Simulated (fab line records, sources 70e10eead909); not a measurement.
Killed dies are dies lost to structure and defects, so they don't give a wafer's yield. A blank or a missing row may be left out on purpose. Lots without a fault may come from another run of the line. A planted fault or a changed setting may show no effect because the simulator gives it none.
A struck lot beside a sound one | flow nand_harc | 14 steps out of a route of 1302
Sound: wafers L893.1, L893.2, L893.4. Struck: wafers L904.1, L904.5, L904.6. The cause comes at the end.
At each step with rows: each side's tool, then ch and its chambers, then its first start. Under that, the readings that differ: sound wafers | struck wafers | difference of the means | sigmas: that difference in standard deviations of wafers without a fault.
alike: readings whose means differ by less than 2 such deviations, and words and numbers that are the same on both sides. not compared: withheld readings, readings that some wafer has no value for, bounds like >300 that may hide the same value, and numbers for which the record gives no deviation and whose values overlap.
The two part at a step that has a row with sigmas, a row that says differs or no value, or rows on one side only. Numbers that don't overlap but have no deviation are shown without sigmas and don't part them. A reading that every wafer of one side lacks parts them only if that side has two wafers or more.

first, 6 steps without rows for these wafers: NHARC_A_CHANNEL_HOLE_D1_COAT_04 (resist thk 90 nm); NHARC_A_CHANNEL_HOLE_D1_SOFTBAKE_05 (time 55 s); NHARC_A_CHANNEL_HOLE_D1_EBR_06; NHARC_A_CHANNEL_HOLE_D1_EXPOSE_07 (exposes mask HOLE D1, target cd 100 nm); NHARC_A_CHANNEL_HOLE_D1_PEB_08 (peb time 65 s); NHARC_A_CHANNEL_HOLE_D1_DEVELOP_09 (develop time 35 s).
NHARC_A_CHANNEL_HOLE_D1_CD_MEAS_10: target cd 100 nm.
  sound on cd_sem-03 ch 0, day 9 08:01; struck on cd_sem-03 ch 0, day 13 19:46
  alike: cd_nm
NHARC_A_CHANNEL_HOLE_D1_OVL_MEAS_11:
  sound on overlay-02, day 9 08:06; struck on overlay-01, day 13 19:51
  alike: overlay_x_nm, overlay_y_nm
NHARC_A_CHANNEL_HOLE_D1_INSPECT_12:
  sound on defect_inspect-01, day 9 08:08; struck on defect_inspect-02, day 13 19:53
  alike: raw_defect_count
NHARC_A_CHANNEL_HOLE_D1_DESCUM_15: chemistry O2, time 3 s.
  sound on rie_diel-07 ch 0,1,3, day 9 08:12; struck on rie_diel-01 ch 0,1,3, day 13 19:58
  alike: drypump_motor_current_A, o2_flow_sccm, oes_product_au, rf_vpp_V, showerhead_plenum_p_Torr, throttle_valve_pct
  not compared: rf_hours_counter_h
NHARC_A_CHANNEL_HOLE_D1_ETCH_38: etches the open film in CF4, target depth 39 nm, time 65 s.
  sound on rie_diel-07 ch 0,1,2, day 9 08:17; struck on rie_diel-01 ch 0,2,3, day 13 20:02
  alike: bias_w, cf4_flow_sccm, drypump_motor_current_A, oes_product_au, rf_vpp_V, showerhead_plenum_p_Torr, throttle_valve_pct
  not compared: rf_hours_counter_h
NHARC_A_CHANNEL_HOLE_D1_ETCH_39: etches the open film in N2/H2, target depth 260 nm, time 325 s.
  sound on rie_diel-07 ch 0,1,2; struck on rie_diel-01 ch 0,3
  alike: bias_w, chamber_pressure_mTorr, drypump_motor_current_A, oes_product_au, rf_vpp_V, showerhead_plenum_p_Torr, throttle_valve_pct
  not compared: rf_hours_counter_h
NHARC_A_CHANNEL_HOLE_D1_ETCH_34: etches the open film in CF4/CHF3, target depth 154 nm, time 77 s.
  sound on rie_diel-07 ch 0,1,3, day 9 08:38; struck on rie_diel-01 ch 0,2,3, day 13 20:24
  no value came back on the struck wafers for any of 9 readings (bias_w (W), cf4_flow_sccm (sccm) and others); on the sound wafers bias_w (W) reads 200.5 200.1 199.4
NHARC_A_CHANNEL_HOLE_D1_ETCH_16: etches the open film in O2/COS, target depth 3100 nm, time 806 s.
  sound on rie_diel-07 ch 0,2,3; struck on rie_diel-01 ch 0,2,3
  alike: bias_w, chamber_pressure_mTorr, cos_flow_sccm, drypump_motor_current_A, o2_flow_sccm, oes_product_au, rf_vpp_V, showerhead_plenum_p_Torr, throttle_valve_pct
  not compared: rf_hours_counter_h

WHERE THEY PART
Only at NHARC_A_CHANNEL_HOLE_D1_ETCH_34, within this record. Later steps at which nothing parts them and some readings are alike: NHARC_A_CHANNEL_HOLE_D1_ETCH_16.

WHY: what the simulator had put in
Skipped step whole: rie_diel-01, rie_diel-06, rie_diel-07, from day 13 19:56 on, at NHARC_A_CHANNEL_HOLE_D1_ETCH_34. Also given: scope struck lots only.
